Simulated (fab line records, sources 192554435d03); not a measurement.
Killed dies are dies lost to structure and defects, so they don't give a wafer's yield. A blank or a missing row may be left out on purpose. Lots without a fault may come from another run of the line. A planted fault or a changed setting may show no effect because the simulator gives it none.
Which tool did it? | flow n5_finfet | 11 lots, 33 wafers sampled, at 1 step of a route of 1938

WHAT THE GAUGES READ, wafer by wafer
N5_MOL_CONTACT_COAG_INSPECT_10: inspects for defects (brightfield).
lot  | measured     | on                | raw_defect_count
L458 | day 5 04:49  | defect_inspect-02 | 102 57 58
L459 | day 5 12:26  | defect_inspect-01 | 33 53 42
L460 | day 5 14:19  | defect_inspect-01 | 31 33 37
L461 | day 5 20:08  | defect_inspect-02 | 82 81 56
L469 | day 7 23:56  | defect_inspect-02 | 96 59 62
L470 | day 8 02:55  | defect_inspect-02 | 41 91 34
L472 | day 8 14:47  | defect_inspect-01 | 70 72 74
L473 | day 8 21:32  | defect_inspect-02 | 57 71 56
L475 | day 9 10:00  | defect_inspect-02 | 38 50 48
L477 | day 9 20:43  | defect_inspect-02 | 71 70 89
L479 | day 10 09:27 | defect_inspect-02 | 38 85 46

WHICH TOOL RAN EACH LOT (tool, then ch and the chambers of the sampled wafers, then the start)
The record holds no process step before these readings.

THE ANSWER, worked out from the rows above alone
Rule: what is usual is taken from the lots themselves. Put in order of their means at a reading, lots are off if they are a third of the lots or fewer, leave a main group of 4 or more, and stand apart from it by a gap of 3 or more times the standard deviation of the main group's means; of several such gaps the widest counts. A main group whose means are all the same, to the digits that the tables above print for the reading, isn't used. A lot without any number at a reading at which 4 lots or more have one is off too. The other lots that the step has rows for count as sound.
No lot is off at any reading shown: from this, nothing can be told.

WHAT THE SIMULATOR HAD PUT IN
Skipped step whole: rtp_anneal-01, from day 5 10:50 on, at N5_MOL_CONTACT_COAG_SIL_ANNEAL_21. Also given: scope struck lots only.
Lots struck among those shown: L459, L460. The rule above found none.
